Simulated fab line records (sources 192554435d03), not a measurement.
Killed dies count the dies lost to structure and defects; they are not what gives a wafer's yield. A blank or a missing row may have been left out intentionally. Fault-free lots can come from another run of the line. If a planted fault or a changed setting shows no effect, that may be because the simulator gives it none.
Split-lot study / flow n5 finfet / 7 lots, 21 wafers read, on a route of 1938 steps

== ABOUT THE SPLIT ==
At N5_BEOL_M4_COAT_67 (time 60 s, resist thk 60 nm), the setting spin rpm was moved away from the recipe's 1500 rpm on 7 of the 21 wafers read, by -10.7% to +8.8%. All remaining wafers had this setting at the recipe value.

== FROM THE SPLIT TO THE READING: what the file shows between them, 4 steps ==
- N5_BEOL_M4_COAT_68: time 60 s, resist thk 12 nm
- N5_BEOL_M4_COAT_76: time 60 s, resist thk 5 nm
- N5_BEOL_M4_ALD_98: deposits SiO2, target thk 2.5 nm, pulse time 1 s, co reactant pulse time 1 s
- N5_BEOL_M4_ETCHBACK_99: etches SiO2 in CHF3, target depth 5 nm, time 10.4 s

== THE READING ==
etch.depth nm (the simulator's own value, which no gauge read), in nm, at N5_BEOL_M4_ETCH_70 (etches SOC in N2/H2, target depth 80 nm, overetch 24 nm, time 130 s). There is no usual value for it anywhere in the file. Average 59.98 nm, standard deviation 0.19 nm, over the 14 wafers here run with the recipe.

wafer=L076.4; tool, chamber at the split=litho track-04, 0; spin rpm as run, rpm=1500; against the recipe=recipe; etch.depth nm, nm=59.75; against lot-mates on the recipe=-
wafer=L076.5; tool, chamber at the split=litho track-04, 0; spin rpm as run, rpm=1425; against the recipe=-5.0%; etch.depth nm, nm=61.36; against lot-mates on the recipe=+1.62
wafer=L076.6; tool, chamber at the split=litho track-04, 0; spin rpm as run, rpm=1500; against the recipe=recipe; etch.depth nm, nm=59.72; against lot-mates on the recipe=-
wafer=L075.2; tool, chamber at the split=litho track-04, 0; spin rpm as run, rpm=1500; against the recipe=recipe; etch.depth nm, nm=60.23; against lot-mates on the recipe=-
wafer=L075.5; tool, chamber at the split=litho track-04, 0; spin rpm as run, rpm=1500; against the recipe=recipe; etch.depth nm, nm=60; against lot-mates on the recipe=-
wafer=L075.6; tool, chamber at the split=litho track-04, 0; spin rpm as run, rpm=1500; against the recipe=recipe; etch.depth nm, nm=60.09; against lot-mates on the recipe=-
wafer=L081.2; tool, chamber at the split=litho track-03, 0; spin rpm as run, rpm=1594; against the recipe=+6.3%; etch.depth nm, nm=58.34; against lot-mates on the recipe=-1.70
wafer=L081.3; tool, chamber at the split=litho track-03, 0; spin rpm as run, rpm=1500; against the recipe=recipe; etch.depth nm, nm=60.08; against lot-mates on the recipe=-
wafer=L081.4; tool, chamber at the split=litho track-03, 0; spin rpm as run, rpm=1500; against the recipe=recipe; etch.depth nm, nm=60.01; against lot-mates on the recipe=-
wafer=L083.4; tool, chamber at the split=litho track-03, 0; spin rpm as run, rpm=1567; against the recipe=+4.5%; etch.depth nm, nm=58.55; against lot-mates on the recipe=-1.14
wafer=L083.5; tool, chamber at the split=litho track-03, 0; spin rpm as run, rpm=1500; against the recipe=recipe; etch.depth nm, nm=59.71; against lot-mates on the recipe=-
wafer=L083.6; tool, chamber at the split=litho track-03, 0; spin rpm as run, rpm=1500; against the recipe=recipe; etch.depth nm, nm=59.67; against lot-mates on the recipe=-
wafer=L082.1; tool, chamber at the split=litho track-03, 0; spin rpm as run, rpm=1500; against the recipe=recipe; etch.depth nm, nm=60.24; against lot-mates on the recipe=-
wafer=L082.3; tool, chamber at the split=litho track-03, 0; spin rpm as run, rpm=1500; against the recipe=recipe; etch.depth nm, nm=60.13; against lot-mates on the recipe=-
wafer=L082.5; tool, chamber at the split=litho track-03, 0; spin rpm as run, rpm=1340; against the recipe=-10.7%; etch.depth nm, nm=63.6; against lot-mates on the recipe=+3.41
wafer=L097.2; tool, chamber at the split=litho track-02, 0; spin rpm as run, rpm=1632; against the recipe=+8.8%; etch.depth nm, nm=57.51; against lot-mates on the recipe=-2.40
wafer=L097.3; tool, chamber at the split=litho track-02, 0; spin rpm as run, rpm=1632; against the recipe=+8.8%; etch.depth nm, nm=57.45; against lot-mates on the recipe=-2.46
wafer=L097.5; tool, chamber at the split=litho track-02, 0; spin rpm as run, rpm=1500; against the recipe=recipe; etch.depth nm, nm=59.91; against lot-mates on the recipe=-
wafer=L096.2; tool, chamber at the split=litho track-02, 0; spin rpm as run, rpm=1500; against the recipe=recipe; etch.depth nm, nm=60.14; against lot-mates on the recipe=-
wafer=L096.3; tool, chamber at the split=litho track-02, 0; spin rpm as run, rpm=1595; against the recipe=+6.3%; etch.depth nm, nm=58.27; against lot-mates on the recipe=-1.80
wafer=L096.4; tool, chamber at the split=litho track-02, 0; spin rpm as run, rpm=1500; against the recipe=recipe; etch.depth nm, nm=60.01; against lot-mates on the recipe=-

FIT RESULTS
A straight line over all 21 wafers: etch.depth nm changes by -0.3 nm for each +1% of spin rpm; r = -0.99; the points scatter about the line by 0.2 nm.
The same after taking each lot's own level away (the mean of its wafers on the recipe; 21 wafers): -0.294 nm for each +1%; r = -1.00; scatter 0.1 nm.
According to that fit, moving spin rpm by its largest amount changes the reading by 3.1 nm.
The lots' own levels span 59.690 to 60.185 nm, that is 2.6 times the standard deviation above.
So the lot-to-lot level changes the slope little: the two slopes agree.
Check: for one of the wafers moved furthest among these (-10.7%), held out of the fit, the line's prediction against its lot-mates is +3.04 nm. It came out at +3.41 nm against them.

== THESE WAFERS: OTHER SPLITS ==
Note: prior to the reading, these wafers also went through further splits. Each is held against what the fit with the lots' levels taken away leaves over:
other split on the same wafers=N5_BEOL_M4_COAT_73 spin rpm; wafers away from the commonest value=5; r with etch.depth nm (lot level and that fit taken away)=+0.24
other split on the same wafers=N5_BEOL_M4_DESCUM_16 time s; wafers away from the commonest value=6; r with etch.depth nm (lot level and that fit taken away)=+0.06

== THE WHOLE CHAIN: every reading that the file lists as answering this split, in the file's order ==
step=N5_BEOL_M4_COAT_67; what it does=time 60 s, resist thk 60 nm; reading=SOC_of_BEOL_M4_COAT_67.thk nm (the simulator's own value, which no gauge read); change (the file's fit)=-0.295 nm for each +1% of the setting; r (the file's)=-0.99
step=N5_BEOL_M4_ETCH_70; what it does=etches SOC in N2/H2, target depth 80 nm, overetch 24 nm, time 130 s; reading=etch.depth nm (the simulator's own value, which no gauge read); change (the file's fit)=-0.295 nm for each +1% of the setting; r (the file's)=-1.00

== THE FILE'S OWN FIT ==
etch.depth nm changes by -0.295 nm for each +1% of spin rpm, r = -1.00.
